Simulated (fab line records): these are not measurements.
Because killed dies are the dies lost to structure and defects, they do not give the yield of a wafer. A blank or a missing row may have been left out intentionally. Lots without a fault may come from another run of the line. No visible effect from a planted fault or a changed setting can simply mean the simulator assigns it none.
The tool behind it: which one? :: flow nand-harc :: Sampling: 11 lots, 33 wafers, 5 of 1302 route steps

## WHAT EACH GAUGE READ, for each wafer
NHARC_A_CONTACT_INSPECT_23.
lot: L609
measured: day 22 11:13
on: defect-inspect-02
raw-defect-count: 423 434 376

lot: L610
measured: day 24 05:32
on: defect-inspect-02
raw-defect-count: 495 451 340

lot: L611
measured: day 24 06:54
on: defect-inspect-02
raw-defect-count: 427 583 502

lot: L614
measured: day 25 13:58
on: defect-inspect-02
raw-defect-count: 490 471 535

lot: L615
measured: day 26 08:57
on: defect-inspect-02
raw-defect-count: 578 475 706

lot: L617
measured: day 26 12:09
on: defect-inspect-01
raw-defect-count: 518 362 566

lot: L618
measured: day 27 03:13
on: defect-inspect-02
raw-defect-count: 452 449 448

lot: L619
measured: day 27 23:16
on: defect-inspect-02
raw-defect-count: 473 433 423

lot: L620
measured: day 28 01:22
on: defect-inspect-01
raw-defect-count: 424 688 498

lot: L627
measured: day 30 23:58
on: defect-inspect-01
raw-defect-count: 2005 2595 1964 2027 2600 1956

lot: L629
measured: day 31 04:25
on: defect-inspect-01
raw-defect-count: 1834 2171 2081 1872 2146 2092

## TOOL THAT RAN EACH LOT (tool first, then ch and the chambers of the sampled wafers, then the start)
lot: L609
NHARC_A_CONTACT_ETCH_110: rie-diel-02 ch 0,3, day 22 09:04
NHARC_A_CONTACT_STRIP_26: rie-diel-02 ch 0,1,3, day 22 10:49 or earlier
NHARC_A_CONTACT_CVD_19: cvd-w-02 ch 0,1, day 22 10:49 or earlier
NHARC_A_CONTACT_CMP_20: cmp-03 ch 1,2,3, day 22 10:49

lot: L610
NHARC_A_CONTACT_ETCH_110: rie-diel-13 ch 1,3, day 24 03:22
NHARC_A_CONTACT_STRIP_26: rie-diel-13 ch 0,2,3, day 24 05:08 or earlier
NHARC_A_CONTACT_CVD_19: cvd-w-02 ch 0,1, day 24 05:08 or earlier
NHARC_A_CONTACT_CMP_20: cmp-02 ch 2,3, day 24 05:08

lot: L611
NHARC_A_CONTACT_ETCH_110: rie-diel-13 ch 0,1,3, day 24 04:46
NHARC_A_CONTACT_STRIP_26: rie-diel-13 ch 1,2,3, day 24 06:30 or earlier
NHARC_A_CONTACT_CVD_19: cvd-w-02 ch 0,1, day 24 06:30 or earlier
NHARC_A_CONTACT_CMP_20: cmp-04 ch 1,2, day 24 06:30

lot: L614
NHARC_A_CONTACT_ETCH_110: rie-diel-13 ch 0,1,3, day 25 11:40
NHARC_A_CONTACT_STRIP_26: rie-diel-13 ch 0,1, day 25 13:34 or earlier
NHARC_A_CONTACT_CVD_19: cvd-w-01 ch 1, day 25 13:34 or earlier
NHARC_A_CONTACT_CMP_20: cmp-03 ch 1,3, day 25 13:34

lot: L615
NHARC_A_CONTACT_ETCH_110: rie-diel-02 ch 0,1,3, day 26 06:48
NHARC_A_CONTACT_STRIP_26: rie-diel-02 ch 0,1,2, day 26 08:34 or earlier
NHARC_A_CONTACT_CVD_19: cvd-w-02 ch 0,1, day 26 08:34 or earlier
NHARC_A_CONTACT_CMP_20: cmp-02 ch 2,3, day 26 08:34

lot: L617
NHARC_A_CONTACT_ETCH_110: rie-diel-02 ch 1,2,3, day 26 10:00
NHARC_A_CONTACT_STRIP_26: rie-diel-02 ch 1,2,3, day 26 11:47 or earlier
NHARC_A_CONTACT_CVD_19: cvd-w-02 ch 0,1, day 26 11:47 or earlier
NHARC_A_CONTACT_CMP_20: cmp-02 ch 1,2,3, day 26 11:47

lot: L618
NHARC_A_CONTACT_ETCH_110: rie-diel-07 ch 1,2, day 27 01:05
NHARC_A_CONTACT_STRIP_26: rie-diel-07 ch 0,1, day 27 02:53 or earlier
NHARC_A_CONTACT_CVD_19: cvd-w-01 ch 0,1, day 27 02:53 or earlier
NHARC_A_CONTACT_CMP_20: cmp-04 ch 1,2,3, day 27 02:53

lot: L619
NHARC_A_CONTACT_ETCH_110: rie-diel-07 ch 0,2, day 27 21:08
NHARC_A_CONTACT_STRIP_26: rie-diel-07 ch 0,3, day 27 22:55 or earlier
NHARC_A_CONTACT_CVD_19: cvd-w-02 ch 0,1, day 27 22:55 or earlier
NHARC_A_CONTACT_CMP_20: cmp-04 ch 0,1,3, day 27 22:55

lot: L620
NHARC_A_CONTACT_ETCH_110: rie-diel-07 ch 0,1, day 27 23:14
NHARC_A_CONTACT_STRIP_26: rie-diel-07 ch 0,3, day 28 01:02 or earlier
NHARC_A_CONTACT_CVD_19: cvd-w-02 ch 0,1, day 28 01:02 or earlier
NHARC_A_CONTACT_CMP_20: cmp-02 ch 0,1,2, day 28 01:02

lot: L627
NHARC_A_CONTACT_ETCH_110: rie-diel-07 ch 0,1,3, day 30 21:50
NHARC_A_CONTACT_STRIP_26: rie-diel-07 ch 0,1,3, day 30 23:34 or earlier
NHARC_A_CONTACT_CVD_19: cvd-w-02 ch 0,1, day 30 23:34 or earlier
NHARC_A_CONTACT_CMP_20: cmp-03 ch 0,1,3, day 30 23:34

lot: L629
NHARC_A_CONTACT_ETCH_110: rie-diel-02 ch 1,2,3, day 31 02:16
NHARC_A_CONTACT_STRIP_26: rie-diel-02 ch 0,1,2, day 31 04:01 or earlier
NHARC_A_CONTACT_CVD_19: cvd-w-02 ch 0,1, day 31 04:01 or earlier
NHARC_A_CONTACT_CMP_20: cmp-03 ch 0,1,2, day 31 04:01
- NHARC_A_CONTACT_ETCH_110: etches the open film in CF4/O2, target depth 60 nm, overetch 6 nm, time 33 s.
- NHARC_A_CONTACT_STRIP_26: strips in O2.
- NHARC_A_CONTACT_CVD_19: deposits W, target thk 300 nm, time 802 s.
- NHARC_A_CONTACT_CMP_20: polishes, t overpolish 30 s, target thk 300 nm.

## THE ANSWER, worked out from the rows above alone
Rule: the usual values come from the lots themselves. The widest of any qualifying gaps counts: lots, ordered by their means at a reading, are off when they make up no more than a third of the lots, leave a main group of 4 or more, and stand apart from it by 3 or more times the standard deviation of that group's means. If all means in a main group match to the digits the tables above print for the reading, that group is not used. Also off: a lot with no number at a reading for which 4 or more lots have one. Any other lot the step has rows for is counted as sound.
Off at NHARC_A_CONTACT_INSPECT_23 (raw-defect-count): L627, L629. For the main group the mean is 482 and the standard deviation 53.
If a tool, at a process step before that reading, ran all the lots that are off and no sound lot after the first of them, it fits. The gauges at NHARC_A_CONTACT_INSPECT_23 are tried like those tools. NHARC_A_CONTACT_STRIP_26 gives no start for some lots, so the hours and the order of its lots are those of NHARC_A_CONTACT_CMP_20. NHARC_A_CONTACT_CVD_19 gives no start for some lots, so the hours and the order of its lots are those of NHARC_A_CONTACT_CMP_20. Can't be told from this: 3 tools fit, cvd-w-02 at NHARC_A_CONTACT_CVD_19, cmp-03 at NHARC_A_CONTACT_CMP_20, defect-inspect-01 at NHARC_A_CONTACT_INSPECT_23.

## WHAT THE SIMULATOR PUT IN
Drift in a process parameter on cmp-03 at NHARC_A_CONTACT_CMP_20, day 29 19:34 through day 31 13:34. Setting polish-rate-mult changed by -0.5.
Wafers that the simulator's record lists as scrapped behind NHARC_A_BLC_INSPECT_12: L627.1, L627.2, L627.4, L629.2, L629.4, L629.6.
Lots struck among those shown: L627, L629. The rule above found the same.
